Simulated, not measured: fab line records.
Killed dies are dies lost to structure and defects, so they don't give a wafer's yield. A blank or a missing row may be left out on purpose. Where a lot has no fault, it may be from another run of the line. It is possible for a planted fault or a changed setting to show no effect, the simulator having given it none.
Lot-split experiment + flow n5 finfet + 7 lots, 21 wafers read, on a route of 1938 steps

== ABOUT THE SPLIT ==
At N5_MOL_CONTACT_COAG_EXPOSE_37 (exposes mask VD, defocus 0 nm), the setting dose mj was moved away from the recipe's 62 on 8 of the 21 wafers read, by -6.3% to +7.2%. For the rest of the wafers, this setting stayed at what the recipe calls for.

== FROM THE SPLIT TO THE READING: what the file shows between them, 2 steps ==
- N5_MOL_CONTACT_COAG_PEB_38: peb time 60 s
- N5_MOL_CONTACT_COAG_DEVELOP_39: develop time 30 s

== THE READING ==
cd nm, in nm, at N5_MOL_CONTACT_COAG_CD_MEAS_40 (target cd 25.1 nm). On this fab line, fault-free wafers typically give 25.07 nm with a standard deviation of 0.24 nm.

| wafer  | tool, chamber at the split | dose mj as run | against the recipe | cd nm, nm | against lot-mates on the recipe |
|--------|----------------------------|----------------|--------------------|-----------|---------------------------------|
| L075.2 | euv scanner-02, 0          | 65.14          | +5.1%              | 25.45     | no lot-mate on the recipe       |
| L075.3 | euv scanner-02, 0          | 65.14          | +5.1%              | 25.97     | no lot-mate on the recipe       |
| L075.4 | euv scanner-02, 0          | 65.14          | +5.1%              | 25.84     | no lot-mate on the recipe       |
| L078.1 | euv scanner-01, 0          | 62             | recipe             | 25.00     | -                               |
| L078.2 | euv scanner-01, 0          | 62             | recipe             | 25.25     | -                               |
| L078.5 | euv scanner-01, 0          | 62             | recipe             | 24.80     | -                               |
| L080.2 | euv scanner-02, 0          | 58.1           | -6.3%              | 23.42     | -1.80                           |
| L080.4 | euv scanner-02, 0          | 58.1           | -6.3%              | 23.63     | -1.59                           |
| L080.6 | euv scanner-02, 0          | 62             | recipe             | 25.22     | -                               |
| L081.3 | euv scanner-01, 0          | 62             | recipe             | 25.03     | -                               |
| L081.5 | euv scanner-01, 0          | 62             | recipe             | 24.69     | -                               |
| L081.6 | euv scanner-01, 0          | 62             | recipe             | 24.91     | -                               |
| L087.3 | euv scanner-02, 0          | 66.48          | +7.2%              | 26.22     | +1.54                           |
| L087.4 | euv scanner-02, 0          | 62             | recipe             | 24.68     | -                               |
| L087.6 | euv scanner-02, 0          | 66.48          | +7.2%              | 26.22     | +1.54                           |
| L093.4 | euv scanner-02, 0          | 62             | recipe             | 25.26     | -                               |
| L093.5 | euv scanner-02, 0          | 62             | recipe             | 25.57     | -                               |
| L093.6 | euv scanner-02, 0          | 62             | recipe             | 25.53     | -                               |
| L096.2 | euv scanner-02, 0          | 60.54          | -2.4%              | 24.96     | -0.20                           |
| L096.4 | euv scanner-02, 0          | 62             | recipe             | 25.13     | -                               |
| L096.5 | euv scanner-02, 0          | 62             | recipe             | 25.19     | -                               |

THE FIT
A straight line over all 21 wafers: cd nm changes by +0.178 nm for each +1% of dose mj; r = +0.91; the points scatter about the line by 0.3 nm.
The same after taking each lot's own level away (the mean of its wafers on the recipe; 18 wafers): +0.233 nm for each +1%; r = +0.98; scatter 0.18 nm.
Per that fit: largest dose mj move, reading shift of 1.7 nm.
From 24.680 to 25.453 nm: that is the span of the lots' own levels, equal to 3.2 times the standard deviation above.
So the lot-to-lot level changes the slope: the two fits differ.
Check: for one of the wafers moved furthest among these (+7.2%), held out of the fit, the line's prediction against its lot-mates is +1.72 nm. It came out at +1.54 nm against them.

== FURTHER SPLITS ON THESE WAFERS ==
Note: prior to the reading, these wafers also went through further splits. Each is held against what the fit with the lots' levels taken away leaves over:
| other split on the same wafers       | wafers away from the commonest value | r with cd nm (lot level and that fit taken away) |
|--------------------------------------|--------------------------------------|--------------------------------------------------|
| N5_MOL_CONTACT_COAG_COAT_77 spin rpm | 5                                    | +0.43                                            |
| N5_MOL_CONTACT_COAG_COAT_64 spin rpm | 7                                    | +0.23                                            |

== THE FILE'S OWN FIT ==
cd nm changes by +0.228 nm for each +1% of dose mj, r = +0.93.
